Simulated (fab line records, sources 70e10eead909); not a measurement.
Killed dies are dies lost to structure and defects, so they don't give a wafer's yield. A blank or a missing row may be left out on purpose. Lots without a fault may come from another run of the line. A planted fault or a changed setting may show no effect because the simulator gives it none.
Chamber matching | flow nand_harc | NHARC_A_WL_FILL_ALD_10 on ald_hk-02: 4 sister chambers
The step deposits SiO2, target thk 50 nm, pulse time 10 s, ald cycles 500. 8 wafers are shown with their chamber, then 9 later ones without.

WAFERS WITH THEIR CHAMBER
wafer  | chamber | heater_power_w (W) | precursor_pulse_height_rel
L081.1 | 2       | 412                | 1.023
L081.2 | 1       | 467                | 1.000
L084.3 | 1       | 469                | 0.992
L086.4 | 0       | 369                | 1.032
L086.5 | 0       | 362                | 0.992
L089.3 | 3       | 526                | 1.014
L089.5 | 2       | 421                | 0.962
L089.6 | 3       | 526                | 0.981

WAFERS WITHOUT THEIR CHAMBER
wafer  | heater_power_w (W) | precursor_pulse_height_rel
L091.1 | 516                | 0.978
L091.3 | 417                | 1.010
L091.6 | 368                | 1.046
L093.1 | 540                | 1.013
L093.4 | 429                | 1.006
L093.6 | 361                | 0.983
L094.4 | 476                | 0.983
L094.1 | 369                | 0.999
L094.3 | 537                | 1.013

WHICH CHAMBER EACH WENT THROUGH
wafer  | from the rows above | in truth
L091.1 | 3                   | 3
L091.3 | 2                   | 2
L091.6 | 0                   | 0
L093.1 | 3                   | 3
L093.4 | 2                   | 2
L093.6 | 0                   | 0
L094.4 | 1                   | 1
L094.1 | 0                   | 0
L094.3 | 3                   | 3
Placed correctly: 9 of 9. Can't be placed from these rows: 0. Placed wrongly: 0.
How it was worked out, from the rows above alone: a wafer's distance from a chamber is the root of the sum, over the readings, of the square of ((its reading less the chamber's mean) divided by the reading's scatter). The wafer belongs to the nearest chamber; if the next one is less than 2 further off, it can't be placed. A chamber's mean is the mean of its shown wafers. The scatter: the root of (the sum of the squares of (reading less its chamber's mean) over the shown wafers, divided by (wafers less chambers)).
